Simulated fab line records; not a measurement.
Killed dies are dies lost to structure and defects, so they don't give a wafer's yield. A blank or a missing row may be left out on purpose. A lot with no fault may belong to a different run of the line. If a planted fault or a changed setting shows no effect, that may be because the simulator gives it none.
fab line records -- flow n5-finfet
record: lots: 7, wafers: 21
route steps=1938 shown WELL_APT@21 PMOS_HMC_CHANNEL_EPI@63 FIN_SAQP@99 DUMMY_GATE@215 SD_EPI_P@301 SDB@348
start-h: hours from the record's opening day to when the first of the lot's shown wafers began -- wait-h: how many hours have passed since the lot's step before this one -- " as in the row above -- L1.1+2: several wafers, shown together as one row -- - either no value or no given start -- * or withheld: withheld -- < > ~ a bound
route shown NAME@n: a module of which the file shows steps, and the number in the route of the first -- usual: average and standard deviation across the fault-free wafers -- same: alike in all rows -- chamber/n: place in a boat -- sites: readings site by site -- _std_site: their standard deviation -- _edge_site: outer sites' mean less inner sites' -- radius-mm: for every site, how far away it sits from the centre of the wafer -- mask NAME#n: copy n -- behind: the most recent tool/chamber to have shaped the wafer -- hold: reason for holding the lot/hours on hold/outcome of the hold -- device: the transistor (n, p or np) that didn't switch -- end of line: the tests these same wafers got at the end of their route -- where a step has no rows: the recipe by itself -- killed: not the wafer's yield, but the dies lost to structure and defects at the first sort -- map: the dies of a wafer, with x for killed, . for not killed, _ for no die there
set.NAME: the run value of the setting; set.NAME@STEP: its run value at that earlier step -- model.NAME: the simulator's own value behind a step, which no gauge read
lots whose settings were changed on purpose; a table a step, a row a wafer
== steps ==
step: N5_WELL_APT_COAT_02
recipe: spin-rpm: 1357, resist-thk-nm: 950
lot.wafer,tool,chamber,start-h,wait-h,set.spin-rpm,model.coat_of_WELL_APT_COAT_02.thk-nm
L076.3,litho-track-05,0,-,-,1357,948.4
L076.4,litho-track-05,0,-,-,1357,946.1
L076.5,litho-track-05,0,-,-,1357,947.8
L079.1,litho-track-04,0,-,-,1357,948.5
L079.5,litho-track-04,0,-,-,1357,947
L079.6,litho-track-04,0,-,-,1468,912.7
L086.1,litho-track-05,0,-,-,1357,946.5
L086.4,litho-track-05,0,-,-,1206,1005
L086.6,litho-track-05,0,-,-,1357,945
L087.4,litho-track-05,0,-,-,1357,950
L087.5,litho-track-05,0,-,-,1424,927
L087.6,litho-track-05,0,-,-,1357,949.6
L088.1,litho-track-04,0,-,-,1431,922.7
L088.5,litho-track-04,0,-,-,1357,947.1
L088.6,litho-track-04,0,-,-,1357,948.2
L096.1,litho-track-04,0,-,-,1456,913.8
L096.2,litho-track-04,0,-,-,1357,946.9
L096.6,litho-track-04,0,-,-,1357,948.9
L097.1,litho-track-05,0,-,-,1357,947
L097.3,litho-track-05,0,-,-,1357,945.5
L097.6,litho-track-05,0,-,-,1357,949.3
step: N5_PMOS_HMC_CHANNEL_EPI_PEB_07
recipe: peb-temp-c: 110, peb-time-s: 60, resist: CAR-ArF-block
lot.wafer,tool,chamber,start-h,wait-h,set.peb-time-s
L076.3+4,litho-track-05,0,29.89,0.0,52.77
L076.5,litho-track-05,0,29.89,0.0,60
L079.1+6,litho-track-01,0,47.83,0.1,60
L079.5,litho-track-01,0,47.83,0.1,47.16
L086.1+4,litho-track-03,0,89.12,0.1,60
L086.6,litho-track-03,0,89.12,0.1,69.27
L087.4+5+6,litho-track-05,0,94.90,0.0,60
L088.1+5,litho-track-05,0,101.24,0.1,49.07
L088.6,litho-track-05,0,101.24,0.1,60
L096.1+2,litho-track-03,0,149.45,0.1,60
L096.6,litho-track-03,0,149.45,0.1,72.63
L097.1+3+6,litho-track-05,0,155.18,0.1,60
step: N5_PMOS_HMC_CHANNEL_EPI_DEVELOP_08
recipe: develop-time-s: 30, developer: TMAH, resist: CAR-ArF-block, dev-temp-c: 23, rinse-liquid: diw, dry: air-spin
lot.wafer,tool,chamber,start-h,wait-h,set.develop-time-s
L076.3+5,litho-track-05,0,-,-,28.21
L076.4,litho-track-05,0,-,-,30
L079.1+6,litho-track-01,0,-,-,32.95
L079.5,litho-track-01,0,-,-,30
L086.1+4+6,litho-track-03,0,-,-,30
L087.4+5,litho-track-05,0,-,-,30
L087.6,litho-track-05,0,-,-,32.75
L088.1+5+6,litho-track-05,0,-,-,30
L096.1,litho-track-03,0,-,-,31.88
L096.2+6,litho-track-03,0,-,-,30
L097.1+3+6,litho-track-05,0,-,-,30
step: N5_PMOS_HMC_CHANNEL_EPI_CD_MEAS_09
recipe: target-cd-nm: 237.4, landing-energy-ev: 500, detector: se-inlens
usual: cd-nm: 237.6/0.9
lot.wafer,tool,chamber,start-h,wait-h,set.peb-time-s@PMOS_HMC_CHANNEL_EPI_PEB_07,cd-nm
L076.3,cd-sem-03,0,29.96,-,52.77,230.5
L076.4,cd-sem-03,0,29.96,-,52.77,232.6
L076.5,cd-sem-03,0,29.96,-,60,236.8
L079.1,cd-sem-01,0,47.90,-,60,238.5
L079.5,cd-sem-01,0,47.90,-,47.16,227.5
L079.6,cd-sem-01,0,47.90,-,60,236.9
L086.1,cd-sem-02,0,89.19,-,60,236.1
L086.4,cd-sem-02,0,89.19,-,60,237.2
L086.6,cd-sem-02,0,89.19,-,69.27,242.9
L087.4,cd-sem-02,0,94.97,-,60,238.4
L087.5,cd-sem-02,0,94.97,-,60,237.5
L087.6,cd-sem-02,0,94.97,-,60,238.1
L088.1,cd-sem-03,0,101.31,-,49.07,230.1
L088.5,cd-sem-03,0,101.31,-,49.07,228.5
L088.6,cd-sem-03,0,101.31,-,60,238.7
L096.1,cd-sem-02,0,149.52,-,60,236.9
L096.2,cd-sem-02,0,149.52,-,60,235.8
L096.6,cd-sem-02,0,149.52,-,72.63,244.1
L097.1,cd-sem-03,0,155.25,-,60,235.2
L097.3,cd-sem-03,0,155.25,-,60,238.5
L097.6,cd-sem-03,0,155.25,-,60,235.6
step: N5_PMOS_HMC_CHANNEL_EPI_DESCUM_14
recipe: chemistry: O2, time-s: 7.9, source-power-w: 50, bias-power-w: 20, pressure-mtorr: 20, rf-frequency-hz: 2.712e+07, temp-c: 40, resist: CAR-ArF-block, o2-flow-sccm: 225
lot.wafer,tool,chamber,start-h,wait-h,set.peb-time-s@PMOS_HMC_CHANNEL_EPI_PEB_07,model.PMOS_HMC_CHANNEL_EPI.cd-nm
L076.3,rie-diel-03,0,30.05,0.0,52.77,230.6
L076.4,rie-diel-03,1,30.05,0.0,52.77,232.7
L076.5,rie-diel-03,0,30.05,0.0,60,236.5
L079.1,rie-diel-03,1,47.99,0.0,60,238.1
L079.5,rie-diel-03,0,47.99,0.0,47.16,227.3
L079.6,rie-diel-03,3,47.99,0.0,60,236.8
L086.1,rie-diel-03,0,89.27,0.0,60,236.2
L086.4,rie-diel-03,3,89.27,0.0,60,237.2
L086.6,rie-diel-03,3,89.27,0.0,69.27,242.8
L087.4,rie-diel-05,2,95.05,0.0,60,-
L087.5,rie-diel-05,3,95.05,0.0,60,237.8
L087.6,rie-diel-05,2,95.05,0.0,60,238
L088.1,rie-diel-04,2,101.73,0.4,49.07,230.1
L088.5,rie-diel-04,2,101.73,0.4,49.07,228.6
L088.6,rie-diel-04,3,101.73,0.4,60,238.7
L096.1,rie-diel-05,1,149.61,0.0,60,236.8
L096.2,rie-diel-05,2,149.61,0.0,60,235.8
L096.6,rie-diel-05,2,149.61,0.0,72.63,244
L097.1+6,rie-diel-04,"3,0",155.60,0.3,60,235.5
L097.3,rie-diel-04,1,155.60,0.3,60,238.5
step: N5_PMOS_HMC_CHANNEL_EPI_ETCH_32
recipe: chemistry: N2/H2, target: BARC, stop-on: SiO2, target-depth-a: 858, over-etch-frac: 0.3, time-s: 50.3, ion-energy-ev: 200, mask-material: CAR-ArF-block, pressure-mtorr: 30, source-w: 840, bias-w: 150, n2-flow-sccm: 200, h2-flow-sccm: 200
lot.wafer,tool,chamber,start-h,wait-h,set.peb-time-s@PMOS_HMC_CHANNEL_EPI_PEB_07,model.PMOS_HMC_CHANNEL_EPI.cd-nm
L076.3,rie-diel-03,0,30.08,0.0,52.77,232.5
L076.4,rie-diel-03,1,30.08,0.0,52.77,235.2
L076.5,rie-diel-03,0,30.08,0.0,60,238.7
L079.1,rie-diel-03,1,48.02,0.0,60,241.4
L079.5,rie-diel-03,0,48.02,0.0,47.16,229.5
L079.6,rie-diel-03,3,48.02,0.0,60,238.5
L086.1,rie-diel-03,0,89.31,0.0,60,237.7
L086.4,rie-diel-03,3,89.31,0.0,60,238.5
L086.6,rie-diel-03,3,89.31,0.0,69.27,244.3
L087.4,rie-diel-05,2,95.09,0.0,60,240.2
L087.5,rie-diel-05,3,95.09,0.0,60,240.5
L087.6,rie-diel-05,2,95.09,0.0,60,239.4
L088.1,rie-diel-04,2,101.77,0.0,49.07,233.8
L088.5,rie-diel-04,2,101.77,0.0,49.07,231.6
L088.6,rie-diel-04,3,101.77,0.0,60,241.7
L096.1,rie-diel-05,1,149.64,0.0,60,238.7
L096.2,rie-diel-05,2,149.64,0.0,60,238.1
L096.6,rie-diel-05,2,149.64,0.0,72.63,245.3
L097.1,rie-diel-04,3,155.63,0.0,60,237.9
L097.3,rie-diel-04,1,155.63,0.0,60,240.6
L097.6,rie-diel-04,0,155.63,0.0,60,239
step: N5_FIN_SAQP_PECVD_48
recipe: material: SiNx, target-thk-a: 250, temp-c: 400, precursor: SiH4/NH3/N2, pressure-torr: 1.5, rf-w: 300, time-s: 22.1
lot.wafer,tool,chamber,start-h,wait-h,set.time-s,model.SiNx_of_FIN_SAQP_PECVD_48.thk-nm
L076.3,pecvd-03,0,33.73,0.0,22.1,24.58
L076.4,pecvd-03,1,33.73,0.0,22.1,25.41
L076.5,pecvd-03,2,33.73,0.0,22.1,24.8
L079.1,pecvd-04,2,51.75,0.0,22.1,25.15
L079.5,pecvd-04,2,51.75,0.0,22.1,25.21
L079.6,pecvd-04,1,51.75,0.0,22.1,25.2
L086.1,pecvd-01,1,94.12,0.0,22.1,24.16
L086.4,pecvd-01,2,94.12,0.0,20.18,22.68
L086.6,pecvd-01,1,94.12,0.0,20.18,22.47
L087.4,pecvd-01,1,100.17,0.0,22.1,25.45
L087.5,pecvd-01,0,100.17,0.0,20.43,23.42
L087.6,pecvd-01,2,100.17,0.0,22.1,25.26
L088.1,pecvd-01,0,106.00,0.0,22.1,24.6
L088.5,pecvd-01,1,106.00,0.0,22.1,25.28
L088.6,pecvd-01,0,106.00,0.0,22.1,24.99
L096.1,pecvd-01,1,154.79,0.0,22.1,24.99
L096.2,pecvd-01,0,154.79,0.0,22.1,24.63
L096.6,pecvd-01,0,154.79,0.0,19.06,21.61
L097.1,pecvd-04,2,160.08,0.0,22.1,24.62
L097.3,pecvd-04,1,160.08,0.0,22.1,25.06
L097.6,pecvd-04,0,160.08,0.0,22.1,24.79
step: N5_DUMMY_GATE_CVD_03
recipe: material: a-Si, target-thk-a: 1500, temp-c: 530, precursor: SiH4, time-s: 8042
lot.wafer,tool,chamber,start-h,wait-h,set.temp-c,model.a-Si_of_DUMMY_GATE_CVD_03.thk-nm
L076.3+4,-,-,-,0.1,543.5,216.4
L076.5,-,-,-,0.1,543.5,216.6
L079.1+5,-,-,-,0.1,514.4,93
L079.6,-,-,-,0.1,514.4,92.4
L086.1,-,-,-,0.1,513.2,91.6
L086.4,-,-,-,0.1,513.2,90
L086.6,-,-,-,0.1,513.2,89.6
L087.4,-,-,-,2.9,545.8,230.8
L087.5,-,-,-,2.9,545.8,230.2
L087.6,-,-,-,2.9,545.8,231
L088.1,-,-,-,0.1,553.6,284.2
L088.5,-,-,-,0.1,553.6,284
L088.6,-,-,-,0.1,553.6,285.2
L096.1,-,-,-,0.1,548.4,249.2
L096.2+6,-,-,-,0.1,548.4,248.2
L097.1,lpcvd-02,1/15,177.91,0.1,530,152.2
L097.3,lpcvd-02,1/25,177.91,0.1,530,149.2
L097.6,lpcvd-02,1/39,177.91,0.1,530,151
step: N5_DUMMY_GATE_COAT_34
recipe: resist: SOC, temp-c: 250, time-s: 60, spin-rpm: 1500, resist-thk-nm: 60
lot.wafer,tool,chamber,start-h,wait-h,set.spin-rpm,model.SOC_of_DUMMY_GATE_COAT_34.thk-nm
L076.3+5,litho-track-03,0,57.05,0.0,1500,59.8
L076.4,litho-track-03,0,57.05,0.0,1500,60
L079.1,litho-track-03,0,77.56,0.0,1332,63.8
L079.5+6,litho-track-03,0,77.56,0.0,1500,59.8
L086.1+4,litho-track-03,0,118.83,0.0,1500,60
L086.6,litho-track-03,0,118.83,0.0,1500,60.2
L087.4,litho-track-04,0,126.76,0.0,1500,60
L087.5,litho-track-04,0,126.76,0.0,1618,57.8
L087.6,litho-track-04,0,126.76,0.0,1618,57.4
L088.1+5,litho-track-04,0,130.07,0.0,1500,60
L088.6,litho-track-04,0,130.07,0.0,1500,60.2
L096.1,litho-track-04,0,181.62,0.0,1434,61.4
L096.2,litho-track-04,0,181.62,0.0,1500,60
L096.6,litho-track-04,0,181.62,0.0,1434,61.6
L097.1+3+6,litho-track-04,0,185.93,0.0,1500,60
step: N5_DUMMY_GATE_COAT_35
recipe: resist: SiARC, temp-c: 220, time-s: 60, spin-rpm: 1500, resist-thk-nm: 10
step: N5_DUMMY_GATE_COAT_28
recipe: resist: underlayer, temp-c: 205, time-s: 60, spin-rpm: 1500, resist-thk-nm: 10
step: N5_DUMMY_GATE_ETCH_29
recipe: chemistry: N2/H2, target: underlayer, target-depth-a: 130, ion-energy-ev: 200, pressure-mtorr: 30, source-w: 840, bias-w: 150, n2-flow-sccm: 200, h2-flow-sccm: 200
step: N5_DUMMY_GATE_ETCH_36
recipe: chemistry: CF4, target: SiARC, target-depth-a: 130, pressure-mtorr: 40, source-w: 545, bias-w: 36, Ar_flow_sccm: 100, cf4-flow-sccm: 100, ion-energy-ev: 80
step: N5_DUMMY_GATE_ETCH_37
recipe: chemistry: N2/H2, target: SOC, target-depth-a: 600, overetch-a: 300, temp-c: 40, ion-energy-ev: 200, pressure-mtorr: 30, source-w: 840, bias-w: 150, n2-flow-sccm: 200, h2-flow-sccm: 200
lot.wafer,tool,chamber,start-h,wait-h,set.spin-rpm@DUMMY_GATE_COAT_34,model.etch.depth-nm
L076.3,rie-diel-05,2,57.89,0.0,1500,59.8
L076.4,rie-diel-05,0,57.89,0.0,1500,60.02
L076.5,rie-diel-05,0,57.89,0.0,1500,59.77
L079.1,rie-diel-03,0,78.10,0.0,1332,63.73
L079.5,rie-diel-03,2,78.10,0.0,1500,59.86
L079.6,rie-diel-03,3,78.10,0.0,1500,59.87
L086.1,rie-diel-04,1,119.37,0.0,1500,60.02
L086.4,rie-diel-04,2,119.37,0.0,1500,60.05
L086.6,rie-diel-04,0,119.37,0.0,1500,60.14
L087.4,rie-diel-04,3,127.79,0.0,1500,59.9
L087.5,rie-diel-04,0,127.79,0.0,1618,57.72
L087.6,rie-diel-04,3,127.79,0.0,1618,57.37
L088.1,rie-diel-03,1,130.74,0.0,1500,60.01
L088.5,rie-diel-03,3,130.74,0.0,1500,60.03
L088.6,rie-diel-03,2,130.74,0.0,1500,60.19
L096.1,rie-diel-05,1,182.16,0.0,1434,61.45
L096.2,rie-diel-05,2,182.16,0.0,1500,60.06
L096.6,rie-diel-05,3,182.16,0.0,1434,61.55
L097.1,rie-diel-05,2,186.60,0.0,1500,59.91
L097.3,rie-diel-05,3,186.60,0.0,1500,59.92
L097.6,rie-diel-05,3,186.60,0.0,1500,60.09
step: N5_DUMMY_GATE_STRIP_38
recipe: chemistry: N2/H2, temp-c: 40, n2-flow-sccm: 200, h2-flow-sccm: 200, rf-frequency-hz: 6e+07
step: N5_DUMMY_GATE_STRIP_39
recipe: chemistry: N2/H2, temp-c: 40, n2-flow-sccm: 200, h2-flow-sccm: 200, rf-frequency-hz: 6e+07
step: N5_DUMMY_GATE_STRIP_40
recipe: chemistry: CF4, resist: SiARC, power-w: 300, bias-power-w: 75, pressure-mtorr: 50, cf4-flow-sccm: 150, rf-frequency-hz: 6e+07
step: N5_DUMMY_GATE_ETCH_31
recipe: chemistry: C4F6/O2, target: SiO2, mask-material: SOC, target-depth-a: 825, time-s: 27.5, ion-energy-ev: 250, pressure-mtorr: 30, source-w: 345, bias-w: 185, Ar_flow_sccm: 300, C4F6_flow_sccm: 10, O2_flow_sccm: 10
lot.wafer,tool,chamber,start-h,wait-h,set.spin-rpm@DUMMY_GATE_COAT_34,model.SOC_of_DUMMY_GATE_COAT_34.thk-nm
L076.3+5,rie-diel-05,"3,2",58.17,0.0,1500,51.6
L076.4,rie-diel-05,2,58.17,0.0,1500,52
L079.1,rie-diel-04,2,78.52,0.1,1332,55.6
L079.5,rie-diel-04,3,78.52,0.1,1500,51.6
L079.6,rie-diel-04,2,78.52,0.1,1500,51.8
L086.1+4,rie-diel-05,"1,2",119.65,0.0,1500,52
L086.6,rie-diel-05,0,119.65,0.0,1500,51.6
L087.4,rie-diel-03,3,128.30,0.1,1500,52
L087.5,rie-diel-03,1,128.30,0.1,1618,49.4
L087.6,rie-diel-03,2,128.30,0.1,1618,48.8
L088.1+6,rie-diel-03,"3,1",131.02,0.0,1500,52
L088.5,rie-diel-03,2,131.02,0.0,1500,51.4
L096.1+6,rie-diel-04,2,182.44,0.0,1434,53.4
L096.2,rie-diel-04,1,182.44,0.0,1500,52
L097.1+3,rie-diel-04,"3,2",186.88,0.0,1500,51.8
L097.6,rie-diel-04,1,186.88,0.0,1500,52
step: N5_SD_EPI_P_PEB_07
recipe: peb-temp-c: 110, peb-time-s: 60, resist: CAR-ArF-block
lot.wafer,tool,chamber,start-h,wait-h,set.peb-time-s
L076.3+4+5,litho-track-03,0,64.85,0.0,60
L079.1+6,litho-track-05,0,85.58,0.1,71.66
L079.5,litho-track-05,0,85.58,0.1,60
L086.1+4,litho-track-03,0,126.45,0.1,60
L086.6,litho-track-03,0,126.45,0.1,46.68
L087.4,litho-track-03,0,134.36,0.0,60
L087.5+6,litho-track-03,0,134.36,0.0,48.01
L088.1,litho-track-01,0,137.62,0.1,52.95
L088.5+6,litho-track-01,0,137.62,0.1,60
L096.1+2+6,litho-track-01,0,190.63,0.1,60
L097.1+3+6,litho-track-01,0,193.52,0.1,60
step: N5_SD_EPI_P_DEVELOP_08
recipe: develop-time-s: 30, developer: TMAH, resist: CAR-ArF-block, dev-temp-c: 23, rinse-liquid: diw, dry: air-spin
step: N5_SD_EPI_P_CD_MEAS_09
recipe: target-cd-nm: 240, landing-energy-ev: 500, detector: se-inlens
usual: cd-nm: 239.9/1
lot.wafer,tool,chamber,start-h,wait-h,set.peb-time-s@SD_EPI_P_PEB_07,cd-nm
L076.3,cd-sem-01,0,64.91,-,60,235.8
L076.4,cd-sem-01,0,64.91,-,60,236.8
L076.5,cd-sem-01,0,64.91,-,60,238.8
L079.1,cd-sem-03,0,85.65,-,71.66,245.9
L079.5,cd-sem-03,0,85.65,-,60,243.3
L079.6,cd-sem-03,0,85.65,-,71.66,245.8
L086.1,cd-sem-01,0,126.52,-,60,235.7
L086.4,cd-sem-01,0,126.52,-,60,236.9
L086.6,cd-sem-01,0,126.52,-,46.68,227.1
L087.4,cd-sem-02,0,134.43,-,60,237.0
L087.5,cd-sem-02,0,134.43,-,48.01,231.5
L087.6,cd-sem-02,0,134.43,-,48.01,230.0
L088.1,cd-sem-01,0,137.69,-,52.95,235.7
L088.5,cd-sem-01,0,137.69,-,60,241.5
L088.6,cd-sem-01,0,137.69,-,60,241.1
L096.1,cd-sem-02,0,190.70,-,60,241.5
L096.2,cd-sem-02,0,190.70,-,60,243.6
L096.6,cd-sem-02,0,190.70,-,60,240.2
L097.1,cd-sem-01,0,193.59,-,60,241.0
L097.3,cd-sem-01,0,193.59,-,60,239.9
L097.6,cd-sem-01,0,193.59,-,60,240.2
step: N5_SD_EPI_P_DESCUM_14
recipe: chemistry: O2, time-s: 7.9, source-power-w: 50, bias-power-w: 20, pressure-mtorr: 20, rf-frequency-hz: 2.712e+07, temp-c: 40, resist: CAR-ArF-block, o2-flow-sccm: 225
lot.wafer,tool,chamber,start-h,wait-h,set.peb-time-s@SD_EPI_P_PEB_07,model.SD_EPI_P.cd-nm
L076.3,rie-diel-04,1,65.16,0.2,60,235.6
L076.4,rie-diel-04,3,65.16,0.2,60,237.2
L076.5,rie-diel-04,2,65.16,0.2,60,238.8
L079.1,rie-diel-04,2,86.09,0.4,71.66,246
L079.5,rie-diel-04,3,86.09,0.4,60,243.8
L079.6,rie-diel-04,1,86.09,0.4,71.66,245.6
L086.1,rie-diel-05,3,126.66,0.1,60,236
L086.4,rie-diel-05,0,126.66,0.1,60,236.6
L086.6,rie-diel-05,0,126.66,0.1,46.68,227.2
L087.4,rie-diel-03,1,134.53,0.0,60,237.2
L087.5,rie-diel-03,2,134.53,0.0,48.01,231.6
L087.6,rie-diel-03,3,134.53,0.0,48.01,229.8
L088.1,rie-diel-03,0,137.78,0.0,52.95,235.8
L088.5,rie-diel-03,2,137.78,0.0,60,241.6
L088.6,rie-diel-03,3,137.78,0.0,60,241
L096.1,rie-diel-04,2,190.79,0.0,60,242
L096.2,rie-diel-04,0,190.79,0.0,60,243.2
L096.6,rie-diel-04,3,190.79,0.0,60,240.2
L097.1,rie-diel-04,2,193.68,0.0,60,241.4
L097.3+6,rie-diel-04,"3,0",193.68,0.0,60,240.2
step: N5_SDB_COAT_03
recipe: resist: SOC, temp-c: 250, time-s: 60, spin-rpm: 1500, resist-thk-nm: 100
lot.wafer,tool,chamber,start-h,wait-h,set.spin-rpm,model.SOC_of_SDB_COAT_03.thk-nm
L076.3,litho-track-01,0,76.21,0.1,1500,100.2
L076.4,litho-track-01,0,76.21,0.1,1500,99.8
L076.5,litho-track-01,0,76.21,0.1,1500,100
L079.1,litho-track-01,0,100.05,0.1,1500,100.2
L079.5,litho-track-01,0,100.05,0.1,1500,100.4
L079.6,litho-track-01,0,100.05,0.1,1500,100
L086.1,litho-track-02,0,137.55,0.1,1500,99.8
L086.4,litho-track-02,0,137.55,0.1,1451,101.4
L086.6,litho-track-02,0,137.55,0.1,1451,102
L087.4,litho-track-01,0,146.26,0.0,1401,103.8
L087.5,litho-track-01,0,146.26,0.0,1500,100.4
L087.6,litho-track-01,0,146.26,0.0,1401,103.6
L088.1,litho-track-02,0,149.52,0.1,1500,100
L088.5,litho-track-02,0,149.52,0.1,1554,98.2
L088.6,litho-track-02,0,149.52,0.1,1554,98.4
L096.1,litho-track-02,0,202.10,0.1,1562,98.4
L096.2,litho-track-02,0,202.10,0.1,1562,99
L096.6,litho-track-02,0,202.10,0.1,1500,100.6
L097.1+3+6,litho-track-01,0,204.58,0.1,1500,100.4
== key ==
split: step: N5_WELL_APT_COAT_02, setting: spin-rpm, stated: 1357, by: wafer
response: step: N5_WELL_APT_COAT_02, reading: model.coat_of_WELL_APT_COAT_02.thk-nm, change: -4.84, per: 1%, r: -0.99
split: step: N5_PMOS_HMC_CHANNEL_EPI_PEB_07, setting: peb-time-s, stated: 60, by: wafer
response: step: N5_PMOS_HMC_CHANNEL_EPI_CD_MEAS_09, reading: cd-nm, change: +0.441, per: 1%, r: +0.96
response: step: N5_PMOS_HMC_CHANNEL_EPI_DESCUM_14, reading: model.PMOS_HMC_CHANNEL_EPI.cd-nm, change: +0.435, per: 1%, r: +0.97
response: step: N5_PMOS_HMC_CHANNEL_EPI_ETCH_32, reading: model.PMOS_HMC_CHANNEL_EPI.cd-nm, change: +0.424, per: 1%, r: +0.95
split: step: N5_PMOS_HMC_CHANNEL_EPI_DEVELOP_08, setting: develop-time-s, stated: 30, by: wafer
response none clear
split: step: N5_FIN_SAQP_PECVD_48, setting: time-s, stated: 22.1, by: wafer
response: step: N5_FIN_SAQP_PECVD_48, reading: model.SiNx_of_FIN_SAQP_PECVD_48.thk-nm, change: +0.225, per: 1%, r: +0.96
split: step: N5_DUMMY_GATE_CVD_03, setting: temp-c, stated: 530, by: lot
response: step: N5_DUMMY_GATE_CVD_03, reading: model.a-Si_of_DUMMY_GATE_CVD_03.thk-nm, change: +24.6, per: 1%, r: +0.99
split: step: N5_DUMMY_GATE_COAT_34, setting: spin-rpm, stated: 1500, by: wafer
response: step: N5_DUMMY_GATE_COAT_34, reading: model.SOC_of_DUMMY_GATE_COAT_34.thk-nm, change: -0.34, per: 1%, r: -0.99
response: step: N5_DUMMY_GATE_ETCH_37, reading: model.etch.depth-nm, change: -0.33, per: 1%, r: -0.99
response: step: N5_DUMMY_GATE_ETCH_31, reading: model.SOC_of_DUMMY_GATE_COAT_34.thk-nm, change: -0.352, per: 1%, r: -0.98
split: step: N5_SD_EPI_P_PEB_07, setting: peb-time-s, stated: 60, by: wafer
response: step: N5_SD_EPI_P_CD_MEAS_09, reading: cd-nm, change: +0.317, per: 1%, r: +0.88
response: step: N5_SD_EPI_P_DESCUM_14, reading: model.SD_EPI_P.cd-nm, change: +0.309, per: 1%, r: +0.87
split: step: N5_SDB_COAT_03, setting: spin-rpm, stated: 1500, by: wafer
response: step: N5_SDB_COAT_03, reading: model.SOC_of_SDB_COAT_03.thk-nm, change: -0.498, per: 1%, r: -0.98
